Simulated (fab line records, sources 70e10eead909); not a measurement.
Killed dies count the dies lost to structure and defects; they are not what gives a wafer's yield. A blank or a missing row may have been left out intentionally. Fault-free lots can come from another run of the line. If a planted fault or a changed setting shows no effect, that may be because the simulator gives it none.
Matching of chambers :: flow nandHarc :: rieDiel-03 running NHARC_A_STAIRCASE_TRIM_18: 4 sister chambers
The step chemistry O2, time 211.2 s. 8 wafers are shown with their chamber, then 7 later ones without.

== WAFERS PAIRED WITH THEIR CHAMBERS ==
wafer: L735.3
chamber: 1
showerheadPlenumPTorr (Torr): 3.29
drypumpMotorCurrentA (A): 6.1

wafer: L734.4
chamber: 1
showerheadPlenumPTorr (Torr): 3.29
drypumpMotorCurrentA (A): 6.1

wafer: L734.6
chamber: 3
showerheadPlenumPTorr (Torr): 3.79
drypumpMotorCurrentA (A): 6.7

wafer: L741.1
chamber: 2
showerheadPlenumPTorr (Torr): 3.75
drypumpMotorCurrentA (A): 6.1

wafer: L741.4
chamber: 0
showerheadPlenumPTorr (Torr): 3.30
drypumpMotorCurrentA (A): 5.7

wafer: L741.6
chamber: 3
showerheadPlenumPTorr (Torr): 3.78
drypumpMotorCurrentA (A): 6.6

wafer: L742.1
chamber: 0
showerheadPlenumPTorr (Torr): 3.30
drypumpMotorCurrentA (A): 5.7

wafer: L742.3
chamber: 2
showerheadPlenumPTorr (Torr): 3.75
drypumpMotorCurrentA (A): 6.1

== WAFERS WITHOUT THEIR CHAMBER ==
wafer: L742.6
showerheadPlenumPTorr (Torr): 3.30
drypumpMotorCurrentA (A): 5.7

wafer: L743.2
showerheadPlenumPTorr (Torr): 3.75
drypumpMotorCurrentA (A): 6.0

wafer: L743.4
showerheadPlenumPTorr (Torr): 3.77
drypumpMotorCurrentA (A): 6.6

wafer: L743.5
showerheadPlenumPTorr (Torr): 3.77
drypumpMotorCurrentA (A): 6.7

wafer: L753.3
showerheadPlenumPTorr (Torr): 3.76
drypumpMotorCurrentA (A): 6.6

wafer: L753.4
showerheadPlenumPTorr (Torr): 3.76
drypumpMotorCurrentA (A): 6.6

wafer: L753.6
showerheadPlenumPTorr (Torr): 3.79
drypumpMotorCurrentA (A): 6.1

== WHICH CHAMBER EACH ONE RAN IN ==
wafer: L742.6
from the rows above: 0
in truth: 0

wafer: L743.2
from the rows above: 2
in truth: 2

wafer: L743.4
from the rows above: 3
in truth: 3

wafer: L743.5
from the rows above: 3
in truth: 3

wafer: L753.3
from the rows above: 3
in truth: 3

wafer: L753.4
from the rows above: 3
in truth: 3

wafer: L753.6
from the rows above: 2
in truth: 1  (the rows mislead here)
Placed correctly: 6 of 7. Number that these rows cannot place: 0. Number placed wrongly: 1.
How it was worked out, from the rows above alone: a wafer's distance from a chamber is the root of the sum, over the readings, of the square of ((its reading less the chamber's mean) divided by the reading's scatter). The wafer belongs to the nearest chamber; if the next one is less than 2 further off, it can't be placed. For every chamber, the mean is computed from those of its wafers that are shown. The scatter: the root of (the sum of the squares of (reading less its chamber's mean) over the shown wafers, divided by (wafers less chambers)).
